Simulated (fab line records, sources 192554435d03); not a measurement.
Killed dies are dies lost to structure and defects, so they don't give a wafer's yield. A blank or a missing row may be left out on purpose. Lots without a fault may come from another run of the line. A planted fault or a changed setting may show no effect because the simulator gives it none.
Split-lot experiment | flow n5_finfet | 7 lots, 39 wafers read, on a route of 1938 steps

THE SPLIT
At N5_MIM_BOT_SPUTTER_00 (material TiN, target thk 35 nm, time 89.7 s), the setting time_s was moved away from the recipe's 89.7 s on 15 of the 39 wafers read, by -39.4% to +42.6%. The other wafers ran this setting at the recipe's value.

The reading is taken at the split's own step.

THE READING
TiN_of_MIM_BOT_SPUTTER_00.thk_nm (the simulator's own value, which no gauge read), in nm, at N5_MIM_BOT_SPUTTER_00 (material TiN, target thk 35 nm, time 89.7 s). The file gives no usual value for it. The 24 wafers here that ran the recipe average 35.1 nm, standard deviation 0.51 nm.

wafer  | tool, chamber at the split | time_s as run, s | against the recipe | TiN_of_MIM_BOT_SPUTTER_00.thk_nm, nm | against lot-mates on the recipe
L079.1 | pvd_sputter-02, -          | 117.5            | +31.0%             | 45.4                                 | +11.0
L079.6 | pvd_sputter-02, -          | 117.5            | +31.0%             | 45.4                                 | +11.0
L079.2 | pvd_sputter-02, -          | 89.7             | recipe             | 34.4                                 | -
L079.3 | pvd_sputter-02, -          | 89.7             | recipe             | 34.6                                 | -
L079.4 | pvd_sputter-02, -          | 117.5            | +31.0%             | 45.6                                 | +11.2
L079.5 | pvd_sputter-02, -          | 89.7             | recipe             | 34.2                                 | -
L081.1 | pvd_sputter-01, -          | 89.7             | recipe             | 35.2                                 | -
L081.2 | pvd_sputter-01, -          | 89.7             | recipe             | 34.8                                 | -
L081.3 | pvd_sputter-01, -          | 89.7             | recipe             | 35.4                                 | -
L081.4 | pvd_sputter-01, -          | 89.7             | recipe             | 35.8                                 | -
L081.5 | pvd_sputter-01, -          | 89.7             | recipe             | 35                                   | -
L081.6 | pvd_sputter-01, -          | 89.7             | recipe             | 36                                   | -
L080.1 | pvd_sputter-02, -          | 89.7             | recipe             | 35.2                                 | -
L080.2 | pvd_sputter-02, -          | 54.34            | -39.4%             | 21.8                                 | -13.7
L080.3 | pvd_sputter-02, -          | 89.7             | recipe             | 35.8                                 | -
L080.4 | pvd_sputter-02, -          | 54.34            | -39.4%             | 21.2                                 | -14.3
L080.5 | pvd_sputter-02, -          | 89.7             | recipe             | 35.6                                 | -
L080.6 | pvd_sputter-02, -          | 54.34            | -39.4%             | 21.4                                 | -14.1
L091.1 | pvd_sputter-02, -          | 89.7             | recipe             | 34.2                                 | -
L091.3 | pvd_sputter-02, -          | 89.7             | recipe             | 35                                   | -
L091.5 | pvd_sputter-02, -          | 89.7             | recipe             | 34.4                                 | -
L087.1 | pvd_sputter-03, -          | 127.9            | +42.6%             | 50.2                                 | +14.9
L087.2 | pvd_sputter-03, -          | 127.9            | +42.6%             | 50.2                                 | +14.9
L087.3 | pvd_sputter-03, -          | 89.7             | recipe             | 35.8                                 | -
L087.4 | pvd_sputter-03, -          | 89.7             | recipe             | 35                                   | -
L087.5 | pvd_sputter-03, -          | 89.7             | recipe             | 35.2                                 | -
L087.6 | pvd_sputter-03, -          | 127.9            | +42.6%             | 50                                   | +14.7
L092.1 | pvd_sputter-01, -          | 89.7             | recipe             | 34.8                                 | -
L092.6 | pvd_sputter-01, -          | 89.7             | recipe             | 34.8                                 | -
L092.2 | pvd_sputter-01, -          | 103.4            | +15.3%             | 39.8                                 | +4.8
L092.5 | pvd_sputter-01, -          | 103.4            | +15.3%             | 39.8                                 | +4.8
L092.3 | pvd_sputter-01, -          | 103.4            | +15.3%             | 40.6                                 | +5.6
L092.4 | pvd_sputter-01, -          | 89.7             | recipe             | 35.4                                 | -
L094.1 | pvd_sputter-02, -          | 109.5            | +22.1%             | 42.8                                 | +7.8
L094.2 | pvd_sputter-02, -          | 109.5            | +22.1%             | 42.4                                 | +7.4
L094.5 | pvd_sputter-02, -          | 109.5            | +22.1%             | 42.4                                 | +7.4
L094.3 | pvd_sputter-02, -          | 89.7             | recipe             | 34.6                                 | -
L094.4 | pvd_sputter-02, -          | 89.7             | recipe             | 35.2                                 | -
L094.6 | pvd_sputter-02, -          | 89.7             | recipe             | 35.2                                 | -

THE FIT
A straight line over all 39 wafers: TiN_of_MIM_BOT_SPUTTER_00.thk_nm changes by +0.345 nm for each +1% of time_s; r = +1.00; the points scatter about the line by 0.46 nm.
The same after taking each lot's own level away (the mean of its wafers on the recipe; 39 wafers): +0.352 nm for each +1%; r = +1.00; scatter 0.32 nm.
On that fit, the largest move of time_s shifts the reading by 15 nm.
The lots' own levels span 34.40 to 35.53 nm, that is 2.2 times the standard deviation above.
So the lot-to-lot level changes the slope little: the two slopes agree.
Check: with one of the wafers moved furthest among these (+42.6%) left out of the fit, the line predicts +14.9 nm for it against its lot-mates. It came out at +14.9 nm against them.

OTHER SPLITS ON THESE WAFERS
These wafers also went through other splits before the reading. Each is held against what the fit with the lots' levels taken away leaves over:
other split on the same wafers     | wafers away from the commonest value | r with TiN_of_MIM_BOT_SPUTTER_00.thk_nm (lot level and that fit taken away)
N5_BEOL_M11_ETCH_41 time_s         | 18                                   | +0.29
N5_BEOL_M14_ETCH_68 target_depth_a | 12                                   | +0.18

THE FILE'S OWN FIT
TiN_of_MIM_BOT_SPUTTER_00.thk_nm changes by +0.351 nm for each +1% of time_s, r = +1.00.
